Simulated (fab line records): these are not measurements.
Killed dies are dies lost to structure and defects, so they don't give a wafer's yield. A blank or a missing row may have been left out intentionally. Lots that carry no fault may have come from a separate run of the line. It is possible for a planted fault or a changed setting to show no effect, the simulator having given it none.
Chamber matching + flow n5Finfet + 4 sister chambers for N5_FIN_SAQP_MANDREL1_REMOVE_56 on rieSi-01
The step chemistry HBr/Cl2/O2, target a-Si, stops on SiNx, bt time 10 s. 4 wafers are shown with their chamber, then 9 later ones without.

== EACH WAFER AND ITS CHAMBER ==
| wafer  | chamber | drypumpMotorCurrentA (A) |
|--------|---------|--------------------------|
| L080.1 | 3       | 5.0                      |
| L085.1 | 1       | 5.8                      |
| L085.4 | 2       | 6.5                      |
| L085.6 | 0       | 5.2                      |

== WAFERS MISSING THEIR CHAMBER ==
| wafer  | drypumpMotorCurrentA (A) |
|--------|--------------------------|
| L091.1 | 5.0                      |
| L091.4 | 5.2                      |
| L091.6 | 5.2                      |
| L094.1 | 6.6                      |
| L094.4 | 5.2                      |
| L094.6 | 6.5                      |
| L095.2 | 5.0                      |
| L095.3 | 5.2                      |
| L095.6 | 5.0                      |

== WHICH CHAMBER EACH WENT THROUGH ==
| wafer  | from the rows above | in truth |
|--------|---------------------|----------|
| L091.1 | 3                   | 3        |
| L091.4 | 0                   | 0        |
| L091.6 | 0                   | 0        |
| L094.1 | 2                   | 2        |
| L094.4 | 0                   | 0        |
| L094.6 | 2                   | 2        |
| L095.2 | 3                   | 3        |
| L095.3 | 0                   | 0        |
| L095.6 | 3                   | 3        |
Correct placement for 9 of the 9. Can't be placed from these rows: 0. Number placed wrongly: 0.
How it was worked out, from the rows above alone: a wafer's distance from a chamber is the root of the sum, over the readings, of the square of ((its reading less the chamber's mean) divided by the reading's scatter). If the next closest chamber is less than 2 further off than the closest, the wafer can't be placed; otherwise it belongs to the closest. Each chamber's mean is taken over the wafers shown for it. The scatter: root of mean squared gap, hidden wafer to nearest shown wafer, with one shown wafer a chamber.
